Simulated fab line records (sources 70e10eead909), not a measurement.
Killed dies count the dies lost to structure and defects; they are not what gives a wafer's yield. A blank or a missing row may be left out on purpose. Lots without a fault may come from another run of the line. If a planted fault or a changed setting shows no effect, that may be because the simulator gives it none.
fab line records / flow nand-harc / part 2 of 2: steps 27 to 38 of 38
record lots=5 wafers=15 last-day=32
route steps=1302 shown THIN_TSV@1256
lots that met no fault: taken from a fault-free run of the same line
start-h: the number of hours between the record's first day and the start of the first shown wafer of the lot / wait-h: hours elapsed since this lot's preceding step / " the same as in the row above / L1.1+2: several wafers, shown together as one row / - no value, or no start given / * or withheld: withheld / < > ~ a bound
route shown NAME@n: NAME is a module with steps in the file, n the number in the route of the first one / usual: mean and standard deviation over wafers with no fault / same: alike in all rows / chamber/n: place in a boat / sites: per-site readings / _std_site: how widely they spread, as a standard deviation / _edge_site: mean of outer sites minus mean of inner sites / radius-mm: how far each site lies from the wafer's centre / mask NAME#n: copy n / behind: the most recent tool/chamber to have shaped the wafer / hold: cause of the lot's hold/its duration in hours/its outcome / device: transistor that didn't switch, given as n, p or np / end of line: the same wafers' tests at the end of the route / step lacking rows: just its recipe / killed: not the wafer's yield, but the dies lost to structure and defects at the first sort / map: a wafer's dies, x killed, . not, _ none there
set.NAME: the setting that was run; set.NAME@STEP: the one run at that earlier step / model.NAME: the simulator's own value behind a step, which no gauge read
a table for each step, a row for each wafer; lots at some steps of the route
services: when a tool's chamber went out of use (start-h, in hours from the record's first day, below 0 if earlier), for how many hours, and the reason
## steps
# step NHARC_THIN_TSV_DEHYDRATE_25
# recipe temp-c=150 time-s=120
lot.wafer=L075.2+3+4 tool=litho-track-05 chamber=0 start-h=561.06 wait-h=-
lot.wafer=L079.2+4+6 tool=litho-track-02 chamber=0 start-h=584.38 wait-h=-
lot.wafer=L080.1+4+5 tool=litho-track-05 chamber=0 start-h=600.73 wait-h=-
lot.wafer=L082.1+3+6 tool=litho-track-05 chamber=0 start-h=635.90 wait-h=-
lot.wafer=L095.2+4+5 tool=litho-track-05 chamber=0 start-h=751.98 wait-h=-
# step NHARC_THIN_TSV_HMDS_26
# recipe time-s=30
lot.wafer=L075.2+3+4 tool=litho-track-05 chamber=0 start-h=- wait-h=-
lot.wafer=L079.2+4+6 tool=litho-track-02 chamber=0 start-h=- wait-h=-
lot.wafer=L080.1+4+5 tool=litho-track-05 chamber=0 start-h=- wait-h=-
lot.wafer=L082.1+3+6 tool=litho-track-05 chamber=0 start-h=- wait-h=-
lot.wafer=L095.2+4+5 tool=litho-track-05 chamber=0 start-h=- wait-h=-
# step NHARC_THIN_TSV_COAT_27
# recipe spin-rpm=*
lot.wafer=L075.2+3+4 tool=litho-track-05 chamber=0 start-h=- wait-h=-
lot.wafer=L079.2+4+6 tool=litho-track-02 chamber=0 start-h=- wait-h=-
lot.wafer=L080.1+4+5 tool=litho-track-05 chamber=0 start-h=- wait-h=-
lot.wafer=L082.1+3+6 tool=litho-track-05 chamber=0 start-h=- wait-h=-
lot.wafer=L095.2+4+5 tool=litho-track-05 chamber=0 start-h=- wait-h=-
# step NHARC_THIN_TSV_SOFTBAKE_28
# recipe temp-c=122 time-s=95
lot.wafer=L075.2+3+4 tool=litho-track-05 chamber=0 start-h=- wait-h=-
lot.wafer=L079.2+4+6 tool=litho-track-02 chamber=0 start-h=- wait-h=-
lot.wafer=L080.1+4+5 tool=litho-track-05 chamber=0 start-h=- wait-h=-
lot.wafer=L082.1+3+6 tool=litho-track-05 chamber=0 start-h=- wait-h=-
lot.wafer=L095.2+4+5 tool=litho-track-05 chamber=0 start-h=- wait-h=-
# step NHARC_THIN_TSV_EBR_29
lot.wafer=L075.2+3+4 tool=litho-track-05 chamber=0 start-h=- wait-h=-
lot.wafer=L079.2+4+6 tool=litho-track-02 chamber=0 start-h=- wait-h=-
lot.wafer=L080.1+4+5 tool=litho-track-05 chamber=0 start-h=- wait-h=-
lot.wafer=L082.1+3+6 tool=litho-track-05 chamber=0 start-h=- wait-h=-
lot.wafer=L095.2+4+5 tool=litho-track-05 chamber=0 start-h=- wait-h=-
# step NHARC_THIN_TSV_EXPOSE_30
# recipe na=0.55 dose-mj=11.47 mask-id=PAD
# usual reticle-temp-C=23.00/0.11
lot.wafer=L075.2 tool=krf-scanner-01 chamber=0 start-h=561.34 wait-h=- mask=PAD#0 reticle-temp-C=23.01
lot.wafer=L075.3 tool=krf-scanner-01 chamber=0 start-h=561.34 wait-h=- mask=PAD#0 reticle-temp-C=23.01
lot.wafer=L075.4 tool=krf-scanner-01 chamber=0 start-h=561.34 wait-h=- mask=PAD#0 reticle-temp-C=22.93
lot.wafer=L079.2 tool=krf-scanner-01 chamber=0 start-h=584.65 wait-h=- mask=PAD#0 reticle-temp-C=23.23
lot.wafer=L079.4 tool=krf-scanner-01 chamber=0 start-h=584.65 wait-h=- mask=PAD#0 reticle-temp-C=23.16
lot.wafer=L079.6 tool=krf-scanner-01 chamber=0 start-h=584.65 wait-h=- mask=PAD#0 reticle-temp-C=23.05
lot.wafer=L080.1 tool=krf-scanner-01 chamber=0 start-h=601.00 wait-h=- mask=PAD#0 reticle-temp-C=22.95
lot.wafer=L080.4 tool=krf-scanner-01 chamber=0 start-h=601.00 wait-h=- mask=PAD#0 reticle-temp-C=22.98
lot.wafer=L080.5 tool=krf-scanner-01 chamber=0 start-h=601.00 wait-h=- mask=PAD#0 reticle-temp-C=22.98
lot.wafer=L082.1 tool=krf-scanner-03 chamber=0 start-h=636.17 wait-h=- mask=PAD#0 reticle-temp-C=23.02
lot.wafer=L082.3 tool=krf-scanner-03 chamber=0 start-h=636.17 wait-h=- mask=PAD#0 reticle-temp-C=22.84
lot.wafer=L082.6 tool=krf-scanner-03 chamber=0 start-h=636.17 wait-h=- mask=PAD#0 reticle-temp-C=23.02
lot.wafer=L095.2 tool=krf-scanner-04 chamber=0 start-h=752.13 wait-h=- mask=PAD#0 reticle-temp-C=22.99
lot.wafer=L095.4 tool=krf-scanner-04 chamber=0 start-h=752.13 wait-h=- mask=PAD#0 reticle-temp-C=23.03
lot.wafer=L095.5 tool=krf-scanner-04 chamber=0 start-h=752.13 wait-h=- mask=PAD#0 reticle-temp-C=22.92
# step NHARC_THIN_TSV_PEB_31
# recipe peb-temp-c=118 peb-time-s=85
lot.wafer=L075.2+3+4 tool=litho-track-07 chamber=0 start-h=561.40 wait-h=0.1
lot.wafer=L079.2+4+6 tool=litho-track-05 chamber=0 start-h=584.72 wait-h=0.1
lot.wafer=L080.1+4+5 tool=litho-track-05 chamber=0 start-h=601.06 wait-h=0.1
lot.wafer=L082.1+3+6 tool=litho-track-05 chamber=0 start-h=636.24 wait-h=0.1
lot.wafer=L095.2+4+5 tool=litho-track-05 chamber=0 start-h=752.19 wait-h=0.1
# step NHARC_THIN_TSV_DEVELOP_32
# recipe time-s=70
lot.wafer=L075.2+3+4 tool=litho-track-07 chamber=0 start-h=- wait-h=-
lot.wafer=L079.2+4+6 tool=litho-track-05 chamber=0 start-h=- wait-h=-
lot.wafer=L080.1+4+5 tool=litho-track-05 chamber=0 start-h=- wait-h=-
lot.wafer=L082.1+3+6 tool=litho-track-05 chamber=0 start-h=- wait-h=-
lot.wafer=L095.2+4+5 tool=litho-track-05 chamber=0 start-h=- wait-h=-
# step NHARC_THIN_TSV_CD_MEAS_33
# recipe target-cd-nm=5000 landing-energy-ev=500
# usual cd-nm=5001.2/1.7
lot.wafer=L075.2 tool=cd-sem-01 chamber=0 start-h=561.50 wait-h=- cd-nm=5000.4
lot.wafer=L075.3 tool=cd-sem-01 chamber=0 start-h=561.50 wait-h=- cd-nm=5000.8
lot.wafer=L075.4 tool=cd-sem-01 chamber=0 start-h=561.50 wait-h=- cd-nm=4997.3
lot.wafer=L079.2 tool=cd-sem-02 chamber=0 start-h=584.81 wait-h=- cd-nm=5000.0
lot.wafer=L079.4 tool=cd-sem-02 chamber=0 start-h=584.81 wait-h=- cd-nm=5001.7
lot.wafer=L079.6 tool=cd-sem-02 chamber=0 start-h=584.81 wait-h=- cd-nm=5003.2
lot.wafer=L080.1 tool=cd-sem-01 chamber=0 start-h=601.15 wait-h=- cd-nm=5002.1
lot.wafer=L080.4 tool=cd-sem-01 chamber=0 start-h=601.15 wait-h=- cd-nm=4999.3
lot.wafer=L080.5 tool=cd-sem-01 chamber=0 start-h=601.15 wait-h=- cd-nm=4998.6
lot.wafer=L082.1 tool=cd-sem-02 chamber=0 start-h=636.33 wait-h=- cd-nm=5001.5
lot.wafer=L082.3 tool=cd-sem-02 chamber=0 start-h=636.33 wait-h=- cd-nm=5000.7
lot.wafer=L082.6 tool=cd-sem-02 chamber=0 start-h=636.33 wait-h=- cd-nm=4999.1
lot.wafer=L095.2 tool=cd-sem-01 chamber=0 start-h=752.28 wait-h=- cd-nm=4998.1
lot.wafer=L095.4 tool=cd-sem-01 chamber=0 start-h=752.28 wait-h=- cd-nm=4997.7
lot.wafer=L095.5 tool=cd-sem-01 chamber=0 start-h=752.28 wait-h=- cd-nm=5003.6
# step NHARC_THIN_TSV_HARDBAKE_34
# recipe temp-c=125 time-s=80
lot.wafer=L075.2+3+4 tool=litho-track-05 chamber=0 start-h=561.58 wait-h=-
lot.wafer=L079.2+4+6 tool=litho-track-02 chamber=0 start-h=584.89 wait-h=-
lot.wafer=L080.1+4+5 tool=litho-track-02 chamber=0 start-h=601.23 wait-h=-
lot.wafer=L082.1+3+6 tool=litho-track-02 chamber=0 start-h=636.41 wait-h=-
lot.wafer=L095.2+4+5 tool=litho-track-07 chamber=0 start-h=752.36 wait-h=-
# step NHARC_THIN_TSV_DESCUM_35
# recipe time-s=3 o2-flow-sccm=200 ar-flow-sccm=0 bias-power-w=0 chemistry=O2
# usual drypump-motor-current-A=5.6/0.49 oes-product-au=0.997/0.01 rf-vpp-V=57.6/0.84 showerhead-plenum-p-Torr=1.86/0.088 throttle-valve-pct=11.311/0.0087
lot.wafer=L075.4 tool=rie-diel-12 chamber=1 start-h=561.65 wait-h=- drypump-motor-current-A=5.2 oes-product-au=0.989 rf-hours-counter-h=4.0 rf-vpp-V=58.4 showerhead-plenum-p-Torr=2.04 throttle-valve-pct=11.307
lot.wafer=L075.2 tool=rie-diel-12 chamber=2 start-h=561.65 wait-h=- drypump-motor-current-A=6.0 oes-product-au=0.997 rf-hours-counter-h=3.9 rf-vpp-V=57.1 showerhead-plenum-p-Torr=1.97 throttle-valve-pct=11.305
lot.wafer=L075.3 tool=rie-diel-12 chamber=0 start-h=561.65 wait-h=- drypump-motor-current-A=5.6 oes-product-au=0.998 rf-hours-counter-h=3.5 rf-vpp-V=57.5 showerhead-plenum-p-Torr=1.79 throttle-valve-pct=11.309
lot.wafer=L079.4 tool=rie-diel-12 chamber=2 start-h=584.97 wait-h=- drypump-motor-current-A=6.0 oes-product-au=1.008 rf-hours-counter-h=5.5 rf-vpp-V=57.6 showerhead-plenum-p-Torr=1.97 throttle-valve-pct=11.319
lot.wafer=L079.2 tool=rie-diel-12 chamber=3 start-h=584.97 wait-h=- drypump-motor-current-A=6.1 oes-product-au=0.984 rf-hours-counter-h=4.6 rf-vpp-V=57.3 showerhead-plenum-p-Torr=1.81 throttle-valve-pct=11.297
lot.wafer=L079.6 tool=rie-diel-12 chamber=3 start-h=584.97 wait-h=- drypump-motor-current-A=6.0 oes-product-au=0.991 rf-hours-counter-h=- rf-vpp-V=56.5 showerhead-plenum-p-Torr=1.81 throttle-valve-pct=11.313
lot.wafer=L080.1 tool=rie-diel-09 chamber=0 start-h=601.33 wait-h=- drypump-motor-current-A=5.7 oes-product-au=0.996 rf-hours-counter-h=7.0 rf-vpp-V=57.8 showerhead-plenum-p-Torr=2.00 throttle-valve-pct=11.322
lot.wafer=L080.4 tool=rie-diel-09 chamber=2 start-h=601.33 wait-h=- drypump-motor-current-A=6.3 oes-product-au=0.999 rf-hours-counter-h=6.1 rf-vpp-V=58.3 showerhead-plenum-p-Torr=2.00 throttle-valve-pct=11.307
lot.wafer=L080.5 tool=rie-diel-09 chamber=0 start-h=601.33 wait-h=- drypump-motor-current-A=5.7 oes-product-au=0.992 rf-hours-counter-h=- rf-vpp-V=58.3 showerhead-plenum-p-Torr=2.00 throttle-valve-pct=11.320
lot.wafer=L082.1 tool=rie-diel-09 chamber=1 start-h=636.49 wait-h=- drypump-motor-current-A=4.7 oes-product-au=0.993 rf-hours-counter-h=8.8 rf-vpp-V=57.0 showerhead-plenum-p-Torr=1.77 throttle-valve-pct=11.297
lot.wafer=L082.3 tool=rie-diel-09 chamber=1 start-h=636.49 wait-h=- drypump-motor-current-A=4.7 oes-product-au=0.990 rf-hours-counter-h=- rf-vpp-V=56.9 showerhead-plenum-p-Torr=1.78 throttle-valve-pct=11.316
lot.wafer=L082.6 tool=rie-diel-09 chamber=3 start-h=636.49 wait-h=- drypump-motor-current-A=5.0 oes-product-au=0.985 rf-hours-counter-h=- rf-vpp-V=58.5 showerhead-plenum-p-Torr=1.78 throttle-valve-pct=11.293
lot.wafer=L095.2 tool=rie-diel-12 chamber=1 start-h=752.45 wait-h=- drypump-motor-current-A=5.2 oes-product-au=0.983 rf-hours-counter-h=6.1 rf-vpp-V=57.9 showerhead-plenum-p-Torr=2.04 throttle-valve-pct=11.309
lot.wafer=L095.4 tool=rie-diel-12 chamber=3 start-h=752.45 wait-h=- drypump-motor-current-A=6.0 oes-product-au=0.996 rf-hours-counter-h=5.8 rf-vpp-V=57.8 showerhead-plenum-p-Torr=1.81 throttle-valve-pct=11.315
lot.wafer=L095.5 tool=rie-diel-12 chamber=1 start-h=752.45 wait-h=- drypump-motor-current-A=5.2 oes-product-au=0.988 rf-hours-counter-h=- rf-vpp-V=58.1 showerhead-plenum-p-Torr=2.04 throttle-valve-pct=11.323
# step NHARC_THIN_TSV_ETCH_59
# recipe target-depth-a=8800 icp-w=900 bias-w=100 Cl2_flow_sccm=60 bcl3-flow-sccm=30 time-s=138.1 chemistry=Cl2/BCl3
# usual drypump-motor-current-A=6.0/0.49 oes-product-au=0.999/0.011 rf-fwd-power-W=896.0/3 throttle-valve-pct=22.264/0.0087
lot.wafer=L075.2 tool=rie-metal-02 chamber=1 start-h=561.82 wait-h=0.1 drypump-motor-current-A=6.1 oes-product-au=1.012 rf-fwd-power-W=898.4 rf-hours-counter-h=2.0 throttle-valve-pct=22.253
lot.wafer=L075.3 tool=rie-metal-02 chamber=0 start-h=561.82 wait-h=0.1 drypump-motor-current-A=5.2 oes-product-au=0.987 rf-fwd-power-W=895.2 rf-hours-counter-h=- throttle-valve-pct=22.265
lot.wafer=L075.4 tool=rie-metal-02 chamber=1 start-h=561.82 wait-h=0.1 drypump-motor-current-A=6.1 oes-product-au=1.009 rf-fwd-power-W=894.1 rf-hours-counter-h=- throttle-valve-pct=22.256
lot.wafer=L079.2 tool=rie-metal-03 chamber=1 start-h=585.13 wait-h=0.1 drypump-motor-current-A=5.9 oes-product-au=0.985 rf-fwd-power-W=893.0 rf-hours-counter-h=0.8 throttle-valve-pct=22.256
lot.wafer=L079.4 tool=rie-metal-03 chamber=1 start-h=585.13 wait-h=0.1 drypump-motor-current-A=5.9 oes-product-au=0.982 rf-fwd-power-W=896.5 rf-hours-counter-h=- throttle-valve-pct=22.272
lot.wafer=L079.6 tool=rie-metal-03 chamber=1 start-h=585.13 wait-h=0.1 drypump-motor-current-A=5.9 oes-product-au=0.984 rf-fwd-power-W=894.9 rf-hours-counter-h=- throttle-valve-pct=22.255
lot.wafer=L080.1 tool=rie-metal-03 chamber=1 start-h=601.48 wait-h=0.1 drypump-motor-current-A=5.9 oes-product-au=1.003 rf-fwd-power-W=896.0 rf-hours-counter-h=1.2 throttle-valve-pct=22.275
lot.wafer=L080.4 tool=rie-metal-03 chamber=1 start-h=601.48 wait-h=0.1 drypump-motor-current-A=5.9 oes-product-au=1.000 rf-fwd-power-W=899.1 rf-hours-counter-h=- throttle-valve-pct=22.247
lot.wafer=L080.5 tool=rie-metal-03 chamber=0 start-h=601.48 wait-h=0.1 drypump-motor-current-A=6.6 oes-product-au=1.017 rf-fwd-power-W=896.6 rf-hours-counter-h=- throttle-valve-pct=22.262
lot.wafer=L082.1 tool=rie-metal-01 chamber=1 start-h=636.73 wait-h=0.2 drypump-motor-current-A=6.4 oes-product-au=0.986 rf-fwd-power-W=899.0 rf-hours-counter-h=0.9 throttle-valve-pct=22.263
lot.wafer=L082.3 tool=rie-metal-01 chamber=0 start-h=636.73 wait-h=0.2 drypump-motor-current-A=5.3 oes-product-au=1.000 rf-fwd-power-W=895.1 rf-hours-counter-h=- throttle-valve-pct=22.260
lot.wafer=L082.6 tool=rie-metal-01 chamber=0 start-h=636.73 wait-h=0.2 drypump-motor-current-A=5.3 oes-product-au=0.995 rf-fwd-power-W=897.5 rf-hours-counter-h=- throttle-valve-pct=22.267
lot.wafer=L095.2 tool=rie-metal-03 chamber=1 start-h=752.56 wait-h=0.1 drypump-motor-current-A=5.9 oes-product-au=1.005 rf-fwd-power-W=896.3 rf-hours-counter-h=0.8 throttle-valve-pct=22.267
lot.wafer=L095.4 tool=rie-metal-03 chamber=1 start-h=752.56 wait-h=0.1 drypump-motor-current-A=5.9 oes-product-au=1.007 rf-fwd-power-W=897.4 rf-hours-counter-h=- throttle-valve-pct=22.244
lot.wafer=L095.5 tool=rie-metal-03 chamber=0 start-h=752.56 wait-h=0.1 drypump-motor-current-A=6.6 oes-product-au=1.017 rf-fwd-power-W=888.2 rf-hours-counter-h=- throttle-valve-pct=22.270
## services
tool=pvd-sputter-03 chamber=- start-h=539.25 hours=10.0 kind=pm
tool=rie-diel-09 chamber=- start-h=543.61 hours=0.3 kind=repair
tool=pvd-sputter-02 chamber=- start-h=569.64 hours=9.8 kind=repair
tool=litho-track-02 chamber=- start-h=577.00 hours=7.0 kind=pm
tool=rie-diel-09 chamber=2 start-h=580.55 hours=15.0 kind=repair
tool=pvd-sputter-01 chamber=- start-h=582.00 hours=10.0 kind=pm
tool=rie-diel-12 chamber=- start-h=622.40 hours=9.0 kind=pm
tool=rie-diel-09 chamber=0 start-h=632.13 hours=6.3 kind=repair
tool=rie-diel-09 chamber=2 start-h=634.15 hours=4.1 kind=repair
tool=pvd-sputter-02 chamber=- start-h=638.00 hours=10.0 kind=pm
tool=litho-track-05 chamber=- start-h=649.00 hours=7.0 kind=pm
tool=pvd-sputter-01 chamber=- start-h=649.41 hours=1.6 kind=repair
tool=pvd-sputter-03 chamber=- start-h=664.65 hours=2.6 kind=repair
tool=pvd-sputter-01 chamber=- start-h=673.64 hours=2.6 kind=repair
tool=rie-diel-09 chamber=- start-h=674.10 hours=9.0 kind=pm
tool=pvd-sputter-03 chamber=- start-h=689.49 hours=1.0 kind=repair
tool=rie-diel-12 chamber=0 start-h=692.26 hours=21.1 kind=repair
tool=pvd-sputter-03 chamber=- start-h=707.48 hours=2.2 kind=repair
tool=pvd-sputter-02 chamber=- start-h=716.29 hours=4.6 kind=repair
tool=pvd-sputter-03 chamber=- start-h=717.25 hours=10.0 kind=pm
tool=rie-diel-09 chamber=- start-h=717.68 hours=0.3 kind=repair
tool=pvd-sputter-01 chamber=- start-h=736.19 hours=0.5 kind=repair
tool=rie-diel-12 chamber=0 start-h=739.12 hours=6.1 kind=repair
tool=litho-track-02 chamber=- start-h=752.00 hours=7.0 kind=pm
